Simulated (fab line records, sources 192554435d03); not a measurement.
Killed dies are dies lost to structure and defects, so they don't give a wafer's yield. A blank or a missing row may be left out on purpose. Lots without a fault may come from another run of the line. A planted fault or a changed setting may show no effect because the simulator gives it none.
Chamber matching | flow n5_finfet | N5_BEOL_M0_SAQP_PECVD_96 on pecvd-01: 3 sister chambers
The step deposits a-Si from SiH4/He, target thk 45 nm, time 45.2 s. 6 wafers are shown with their chamber, then 9 later ones without.

WAFERS WITH THEIR CHAMBER
wafer  | chamber | throttle_valve_pct (%) | showerhead_plenum_p_Torr (Torr)
L085.2 | 0       | 19.3                   | 5.694
L088.4 | 0       | 19.8                   | 5.694
L088.6 | 1       | 18.9                   | 5.667
L089.2 | 1       | 18.9                   | 5.685
L089.3 | 2       | 16.2                   | 5.688
L089.5 | 2       | 16.3                   | 5.695

WAFERS WITHOUT THEIR CHAMBER
wafer  | throttle_valve_pct (%) | showerhead_plenum_p_Torr (Torr)
L090.3 | 19.4                   | 5.699
L090.4 | 19.2                   | 5.690
L090.5 | 18.6                   | 5.652
L093.1 | 16.5                   | 5.698
L093.4 | 18.9                   | 5.678
L093.6 | 19.4                   | 5.691
L097.2 | 16.4                   | 5.677
L097.3 | 19.4                   | 5.679
L097.4 | 16.1                   | 5.693

WHICH CHAMBER EACH WENT THROUGH
wafer  | from the rows above     | in truth
L090.3 | 0                       | 0
L090.4 | can't be placed: 0 or 1 | 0
L090.5 | 1                       | 1
L093.1 | 2                       | 2
L093.4 | 1                       | 1
L093.6 | 0                       | 0
L097.2 | 2                       | 2
L097.3 | can't be placed: 0 or 1 | 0
L097.4 | 2                       | 2
Placed correctly: 7 of 9. Can't be placed from these rows: 2 (the true chamber is among the candidates in 2). Placed wrongly: 0.
How it was worked out, from the rows above alone: a wafer's distance from a chamber is the root of the sum, over the readings, of the square of ((its reading less the chamber's mean) divided by the reading's scatter). The wafer belongs to the nearest chamber; if the next one is less than 2 further off, it can't be placed. A chamber's mean is the mean of its shown wafers. The scatter: the root of (the sum of the squares of (reading less its chamber's mean) over the shown wafers, divided by (wafers less chambers)).
